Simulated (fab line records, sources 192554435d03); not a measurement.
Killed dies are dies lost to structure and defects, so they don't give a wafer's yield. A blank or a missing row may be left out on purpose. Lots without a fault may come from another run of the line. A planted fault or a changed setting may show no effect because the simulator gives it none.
Split-lot experiment | flow n5_finfet | 7 lots, 21 wafers read, on a route of 1938 steps

THE SPLIT
At N5_MOL_CONTACT_COAG_EXPOSE_81 (exposes mask VG, defocus 0 nm), the setting dose_mj was moved away from the recipe's 59.5 on 8 of the 21 wafers read, by -2.4% to +5.4%. The other wafers ran this setting at the recipe's value.

FROM THE SPLIT TO THE READING: what the file shows between them, 2 steps
- N5_MOL_CONTACT_COAG_PEB_82: peb time 60 s
- N5_MOL_CONTACT_COAG_DEVELOP_83: develop time 30 s

THE READING
cd_nm, in nm, at N5_MOL_CONTACT_COAG_CD_MEAS_84 (target cd 25.1 nm). Fault-free wafers of this fab line usually give 25.12 nm, standard deviation 0.28 nm.

wafer  | tool, chamber at the split | dose_mj as run | against the recipe | cd_nm, nm | against lot-mates on the recipe
L077.3 | euv_scanner-02, 0          | 60.67          | +2.0%              | 25.32     | +0.71
L077.5 | euv_scanner-02, 0          | 59.5           | recipe             | 24.61     | -
L077.6 | euv_scanner-02, 0          | 60.67          | +2.0%              | 25.61     | +1.00
L079.1 | euv_scanner-02, 0          | 59.5           | recipe             | 24.91     | -
L079.3 | euv_scanner-02, 0          | 59.5           | recipe             | 24.66     | -
L079.4 | euv_scanner-02, 0          | 59.5           | recipe             | 24.66     | -
L080.2 | euv_scanner-01, 0          | 61.82          | +3.9%              | 25.70     | +0.62
L080.5 | euv_scanner-01, 0          | 61.82          | +3.9%              | 26.33     | +1.25
L080.6 | euv_scanner-01, 0          | 59.5           | recipe             | 25.08     | -
L081.1 | euv_scanner-01, 0          | 58.07          | -2.4%              | 25.18     | -0.11
L081.5 | euv_scanner-01, 0          | 59.5           | recipe             | 25.29     | -
L081.6 | euv_scanner-01, 0          | 58.07          | -2.4%              | 24.61     | -0.68
L085.1 | euv_scanner-01, 0          | 59.5           | recipe             | 25.08     | -
L085.2 | euv_scanner-01, 0          | 59.5           | recipe             | 25.25     | -
L085.5 | euv_scanner-01, 0          | 59.5           | recipe             | 24.84     | -
L086.1 | euv_scanner-02, 0          | 62.73          | +5.4%              | 26.64     | +1.20
L086.5 | euv_scanner-02, 0          | 62.73          | +5.4%              | 26.64     | +1.20
L086.6 | euv_scanner-02, 0          | 59.5           | recipe             | 25.44     | -
L088.1 | euv_scanner-02, 0          | 59.5           | recipe             | 25.02     | -
L088.2 | euv_scanner-02, 0          | 59.5           | recipe             | 24.80     | -
L088.5 | euv_scanner-02, 0          | 59.5           | recipe             | 25.18     | -

THE FIT
A straight line over all 21 wafers: cd_nm changes by +0.247 nm for each +1% of dose_mj; r = +0.87; the points scatter about the line by 0.31 nm.
The same after taking each lot's own level away (the mean of its wafers on the recipe; 21 wafers): +0.226 nm for each +1%; r = +0.92; scatter 0.22 nm.
On that fit, the largest move of dose_mj shifts the reading by 1.2 nm.
The lots' own levels span 24.610 to 25.440 nm, that is 3.0 times the standard deviation above.
So the lot-to-lot level changes the slope little: the two slopes agree.
Check: with one of the wafers moved furthest among these (+5.4%) left out of the fit, the line predicts +1.32 nm for it against its lot-mates. It came out at +1.2 nm against them.

OTHER SPLITS ON THESE WAFERS
These wafers also went through other splits before the reading. Each is held against what the fit with the lots' levels taken away leaves over:
other split on the same wafers        | wafers away from the commonest value | r with cd_nm (lot level and that fit taken away)
N5_GATE_CUT_ETCH_58 time_s            | 5                                    | +0.04
N5_MOL_CONTACT_COAG_ALD_27 ald_cycles | 6                                    | +0.47

THE FILE'S OWN FIT
cd_nm changes by +0.235 nm for each +1% of dose_mj, r = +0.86.
